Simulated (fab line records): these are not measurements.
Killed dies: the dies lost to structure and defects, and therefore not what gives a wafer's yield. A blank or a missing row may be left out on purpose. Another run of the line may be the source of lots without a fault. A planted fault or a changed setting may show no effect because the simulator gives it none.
Chamber matching :: flow nand_harc :: NHARC_P_ZERO_WELL_DESCUM_54 on rie_diel-12: 4 sister chambers
The step chemistry O2, time 3 s. 4 wafers are shown with their chamber, then 7 later ones without.

== WAFERS WITH THEIR CHAMBER ==
wafer: L841.6
chamber: 1
drypump_motor_current_A (A): 4.9

wafer: L842.6
chamber: 0
drypump_motor_current_A (A): 4.9

wafer: L847.2
chamber: 3
drypump_motor_current_A (A): 5.7

wafer: L847.3
chamber: 2
drypump_motor_current_A (A): 5.4

== WAFERS WITHOUT THEIR CHAMBER ==
wafer: L847.6
drypump_motor_current_A (A): 5.7

wafer: L853.1
drypump_motor_current_A (A): 5.4

wafer: L853.2
drypump_motor_current_A (A): 4.9

wafer: L853.5
drypump_motor_current_A (A): 4.9

wafer: L856.3
drypump_motor_current_A (A): 5.5

wafer: L856.4
drypump_motor_current_A (A): 5.7

wafer: L856.6
drypump_motor_current_A (A): 5.4

== WHICH CHAMBER EACH WENT THROUGH ==
wafer: L847.6
from the rows above: 3
in truth: 3

wafer: L853.1
from the rows above: 2
in truth: 2

wafer: L853.2
from the rows above: can't be placed: 0 or 1
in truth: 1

wafer: L853.5
from the rows above: can't be placed: 0 or 1
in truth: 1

wafer: L856.3
from the rows above: 2
in truth: 2

wafer: L856.4
from the rows above: 3
in truth: 3

wafer: L856.6
from the rows above: 2
in truth: 2
Correctly placed: 5 of 7. From these rows, 2 cannot be placed; in 2 the true chamber is one of the candidates. Number placed wrongly: 0.
How it was worked out, from the rows above alone: a wafer's distance from a chamber is the root of the sum, over the readings, of the square of ((its reading less the chamber's mean) divided by the reading's scatter). If the next closest chamber is less than 2 further off than the closest, the wafer can't be placed; otherwise it belongs to the closest. For every chamber, the mean is computed from those of its wafers that are shown. The scatter: with one shown wafer a chamber, the root of the mean of the squares of how far each hidden wafer lies from its nearest shown one.
